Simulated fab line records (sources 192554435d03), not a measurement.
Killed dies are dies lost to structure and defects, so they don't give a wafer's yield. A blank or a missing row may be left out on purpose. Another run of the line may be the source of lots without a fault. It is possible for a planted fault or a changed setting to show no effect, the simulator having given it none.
Which tool is to blame? + flow n5 finfet + 24 lots with 72 wafers sampled at 4 steps, on a route of 1938 steps

## WHAT THE GAUGES SHOWED, per wafer
N5_BEOL_M8_CD_MEAS_18: pitch 80 nm, target cd 40 nm. Usual: cd nm 40.1 nm, standard deviation 0.56.
| lot  | measured     | on        | cd nm (nm)     | flag |
|------|--------------|-----------|----------------|------|
| L074 | day 10 07:10 | cd sem-03 | 39.4 40.4 40.1 |      |
| L075 | day 10 10:55 | cd sem-01 | 39.3 40.3 40.8 |      |
| L078 | day 12 10:04 | cd sem-02 | 38.9 39.7 40.1 |      |
| L077 | day 12 13:11 | cd sem-02 | 39.0 39.2 39.1 |      |
| L079 | day 13 04:22 | cd sem-01 | 40.4 40.7 40.2 |      |
| L080 | day 13 09:07 | cd sem-02 | 40.5 40.4 39.9 |      |
| L081 | day 13 15:43 | cd sem-01 | 40.5 40.5 40.2 |      |
| L082 | day 13 23:05 | cd sem-03 | 40.2 40.1 40.2 |      |
| L083 | day 14 09:13 | cd sem-03 | 39.6 39.4 40.4 |      |
| L084 | day 14 18:42 | cd sem-01 | 38.3 39.5 38.7 |      |
| L085 | day 14 20:11 | cd sem-03 | 40.3 40.6 40.1 |      |
| L087 | day 14 22:25 | cd sem-01 | 40.0 40.8 39.7 |      |
| L086 | day 14 22:28 | cd sem-02 | 39.8 40.1 39.5 |      |
| L076 | day 15 08:15 | cd sem-01 | 40.4 40.2 39.9 |      |
| L089 | day 15 08:31 | cd sem-01 | 40.5 40.7 40.8 |      |
| L090 | day 15 18:11 | cd sem-01 | 39.7 39.9 39.9 |      |
| L091 | day 16 06:02 | cd sem-02 | 40.0 39.6 39.7 |      |
| L088 | day 16 10:46 | cd sem-02 | 40.2 40.7 41.2 |      |
| L092 | day 16 15:30 | cd sem-02 | 40.7 40.4 38.6 |      |
| L094 | day 16 16:04 | cd sem-02 | 40.8 40.1 40.2 |      |
| L093 | day 16 17:20 | cd sem-02 | 40.8 40.3 40.2 |      |
| L095 | day 16 20:02 | cd sem-03 | 39.4 39.9 39.5 |      |
| L096 | day 16 22:45 | cd sem-03 | 39.1 39.8 39.1 |      |
| L097 | day 17 01:20 | cd sem-02 | 40.2 41.0 40.2 |      |

N5_BEOL_M8_CD_MEAS_28: the cd target is 40 nm. Usual: cd nm 40.12 nm, standard deviation 0.24.
| lot  | measured     | on        | cd nm (nm)        | flag |
|------|--------------|-----------|-------------------|------|
| L074 | day 10 09:56 | cd sem-01 | 40.12 40.20 40.10 |      |
| L075 | day 10 12:59 | cd sem-01 | 40.26 40.15 39.91 |      |
| L078 | day 12 11:05 | cd sem-01 | 40.37 40.14 39.93 |      |
| L077 | day 12 16:11 | cd sem-03 | 40.37 40.11 40.32 |      |
| L079 | day 13 07:02 | cd sem-02 | 39.88 40.28 40.70 |      |
| L080 | day 13 10:39 | cd sem-03 | 39.69 39.98 40.36 |      |
| L081 | day 13 17:26 | cd sem-01 | 39.85 39.94 39.62 |      |
| L082 | day 14 02:18 | cd sem-03 | 40.17 40.41 39.99 |      |
| L083 | day 14 09:35 | cd sem-02 | 39.73 40.04 40.23 |      |
| L084 | day 14 20:32 | cd sem-02 | 39.98 40.11 40.30 |      |
| L085 | day 14 20:34 | cd sem-01 | 40.19 39.85 40.25 |      |
| L087 | day 14 22:44 | cd sem-01 | 39.86 40.29 39.73 |      |
| L086 | day 14 22:54 | cd sem-02 | 40.38 39.93 40.15 |      |
| L076 | day 15 09:53 | cd sem-01 | 40.39 40.33 40.02 |      |
| L089 | day 15 10:04 | cd sem-03 | 40.02 40.19 39.92 |      |
| L090 | day 15 19:41 | cd sem-01 | 40.43 40.50 40.33 |      |
| L091 | day 16 06:30 | cd sem-01 | 40.01 40.20 40.24 |      |
| L088 | day 16 13:59 | cd sem-03 | 40.30 40.08 40.35 |      |
| L092 | day 16 17:47 | cd sem-02 | 40.11 40.40 40.32 |      |
| L094 | day 16 17:49 | cd sem-03 | 40.49 40.23 39.95 |      |
| L093 | day 16 17:54 | cd sem-02 | 40.57 40.21 40.57 |      |
| L095 | day 16 20:21 | cd sem-02 | 39.92 40.11 39.64 |      |
| L096 | day 16 23:26 | cd sem-01 | 39.64 39.69 39.83 |      |
| L097 | day 17 03:19 | cd sem-03 | 40.34 40.37 39.99 |      |

N5_BEOL_M8_INSPECT_30: inspects for defects (brightfield). Usual: raw defect count 401, standard deviation 87.
| lot  | measured     | on                | raw defect count | flag |
|------|--------------|-------------------|------------------|------|
| L074 | day 10 10:02 | defect inspect-01 | 406 334 364      |      |
| L075 | day 10 13:04 | defect inspect-02 | 341 437 378      |      |
| L078 | day 12 11:10 | defect inspect-01 | 219 220 255      |      |
| L077 | day 12 16:17 | defect inspect-01 | 371 485 408      |      |
| L079 | day 13 07:07 | defect inspect-01 | 400 311 329      |      |
| L080 | day 13 10:44 | defect inspect-02 | 332 578 532      |      |
| L081 | day 13 17:32 | defect inspect-02 | 343 259 280      |      |
| L082 | day 14 02:23 | defect inspect-02 | 550 453 513      |      |
| L083 | day 14 09:40 | defect inspect-01 | 452 513 397      |      |
| L084 | day 14 20:37 | defect inspect-02 | 345 444 434      |      |
| L085 | day 14 20:40 | defect inspect-02 | 321 396 411      |      |
| L087 | day 14 22:49 | defect inspect-02 | 492 522 600      |      |
| L086 | day 14 22:59 | defect inspect-02 | 390 357 338      |      |
| L076 | day 15 09:59 | defect inspect-01 | 369 280 296      |      |
| L089 | day 15 10:09 | defect inspect-02 | 362 535 372      |      |
| L090 | day 15 19:47 | defect inspect-01 | 217 447 407      |      |
| L091 | day 16 06:35 | defect inspect-02 | 412 413 323      |      |
| L088 | day 16 14:05 | defect inspect-02 | 283 276 287      |      |
| L092 | day 16 17:55 | defect inspect-02 | 536 388 350      |      |
| L094 | day 16 17:56 | defect inspect-02 | 451 488 297      |      |
| L093 | day 16 18:00 | defect inspect-02 | 405 438 266      |      |
| L095 | day 16 20:26 | defect inspect-02 | 355 274 454      |      |
| L096 | day 16 23:31 | defect inspect-02 | 409 429 377      |      |
| L097 | day 17 03:24 | defect inspect-02 | 498 447 512      |      |

## TOOL THAT RAN EACH LOT (tool first, then ch and the chambers of the sampled wafers, then the start)
| lot  | N5_BEOL_M8_HM_OPEN_17             |
|------|-----------------------------------|
| L074 | rie metal-03 ch 0,1, day 10 06:59 |
| L075 | rie metal-03 ch 0,1, day 10 10:44 |
| L078 | rie metal-02 ch 0,1, day 12 09:52 |
| L077 | rie metal-03 ch 0,1, day 12 12:49 |
| L079 | rie metal-01 ch 0,1, day 13 04:11 |
| L080 | rie metal-03 ch 0, day 13 08:52   |
| L081 | rie metal-03 ch 0,1, day 13 15:22 |
| L082 | rie metal-02 ch 0,1, day 13 22:55 |
| L083 | rie metal-01 ch 0,1, day 14 09:02 |
| L084 | rie metal-01 ch 0,1, day 14 18:19 |
| L085 | rie metal-03 ch 0, day 14 19:51   |
| L087 | rie metal-02 ch 0,1, day 14 22:12 |
| L086 | rie metal-03 ch 0,1, day 14 22:16 |
| L076 | rie metal-02 ch 1, day 15 08:02   |
| L089 | rie metal-03 ch 0,1, day 15 08:20 |
| L090 | rie metal-03 ch 0,1, day 15 17:55 |
| L091 | rie metal-01 ch 0,1, day 16 05:47 |
| L088 | rie metal-02 ch 0,1, day 16 10:29 |
| L092 | rie metal-02 ch 0,1, day 16 15:19 |
| L094 | rie metal-02 ch 0,1, day 16 15:45 |
| L093 | rie metal-03 ch 0,1, day 16 17:10 |
| L095 | rie metal-01 ch 0,1, day 16 19:47 |
| L096 | rie metal-01 ch 0,1, day 16 22:22 |
| L097 | rie metal-03 ch 0,1, day 17 01:08 |
- N5_BEOL_M8_HM_OPEN_17: chemistry Cl2/BCl3, target TiN, target depth 20 nm, overetch 6 nm.

## AS READ BY THE TOOLS THEMSELVES (means over the sampled wafers that have a number; for cases with no such wafer, the mark the record gives instead)
N5_BEOL_M8_HM_OPEN_17. Usual: drypump motor current A 5.9 A, standard deviation 0.41; mfc ar sccm 25.00 sccm, standard deviation 0.072; oes product au 0.69 a.u., standard deviation 0.069; throttle valve pct 22.15 %, standard deviation 0.24.
| lot  | tool         | drypump motor current A (A) | mfc ar sccm (sccm) | oes product au (a.u.) | throttle valve pct (%) | flag |
|------|--------------|-----------------------------|--------------------|-----------------------|------------------------|------|
| L074 | rie metal-03 | 6.2                         | 24.99              | 0.66                  | 22.16                  |      |
| L075 | rie metal-03 | 6.2                         | 25.05              | 0.66                  | 22.15                  |      |
| L078 | rie metal-02 | 5.6                         | 25.00              | 0.70                  | 22.10                  |      |
| L077 | rie metal-03 | 6.2                         | 25.01              | 0.65                  | 22.16                  |      |
| L079 | rie metal-01 | 6.0                         | 25.08              | 0.64                  | 22.41                  |      |
| L080 | rie metal-03 | 6.3                         | 25.07              | 0.70                  | 22.13                  |      |
| L081 | rie metal-03 | 6.1                         | 24.94              | 0.79                  | 22.18                  |      |
| L082 | rie metal-02 | 5.6                         | 25.05              | 0.70                  | 22.08                  |      |
| L083 | rie metal-01 | 6.0                         | 25.01              | 0.64                  | 22.41                  |      |
| L084 | rie metal-01 | 6.0                         | 25.08              | 0.63                  | 22.43                  |      |
| L085 | rie metal-03 | 6.3                         | 25.00              | 0.69                  | 22.14                  |      |
| L087 | rie metal-02 | 5.3                         | 24.95              | 0.70                  | 21.93                  |      |
| L086 | rie metal-03 | 6.1                         | 24.98              | 0.79                  | 22.17                  |      |
| L076 | rie metal-02 | 5.0                         | 25.04              | 0.70                  | 21.76                  |      |
| L089 | rie metal-03 | 6.1                         | 25.02              | 0.78                  | 22.18                  |      |
| L090 | rie metal-03 | 6.2                         | 24.97              | 0.73                  | 22.16                  |      |
| L091 | rie metal-01 | 6.0                         | 25.06              | 0.64                  | 22.42                  |      |
| L088 | rie metal-02 | 5.3                         | 25.04              | 0.68                  | 21.94                  |      |
| L092 | rie metal-02 | 5.3                         | 24.92              | 0.70                  | 21.92                  |      |
| L094 | rie metal-02 | 5.6                         | 24.98              | 0.68                  | 22.11                  |      |
| L093 | rie metal-03 | 6.2                         | 25.06              | 0.72                  | 22.17                  |      |
| L095 | rie metal-01 | 6.0                         | 24.95              | 0.63                  | 22.42                  |      |
| L096 | rie metal-01 | 5.9                         | 25.02              | 0.63                  | 22.23                  |      |
| L097 | rie metal-03 | 6.1                         | 25.05              | 0.75                  | 22.17                  |      |

## THE ANSWER, worked out from the rows above alone
Rule: a lot counts as off when the mean over its wafers that have a number is more than 3 standard deviations away from the usual mean. Also off: a lot with no number at a reading for which 4 or more lots have one. Where the step has rows for the other lots, those lots are counted as sound. The gauges are gone through in route order, then the tools' own readings, and for those a lot's mean is taken as printed above. The first step at which some lot is off is used, and at that step the reading that is off furthest; a lot without a number counts as furthest.
No lot is off on any of the readings shown, so nothing can be concluded from this.

## WHAT THE SIMULATOR HAD PUT IN
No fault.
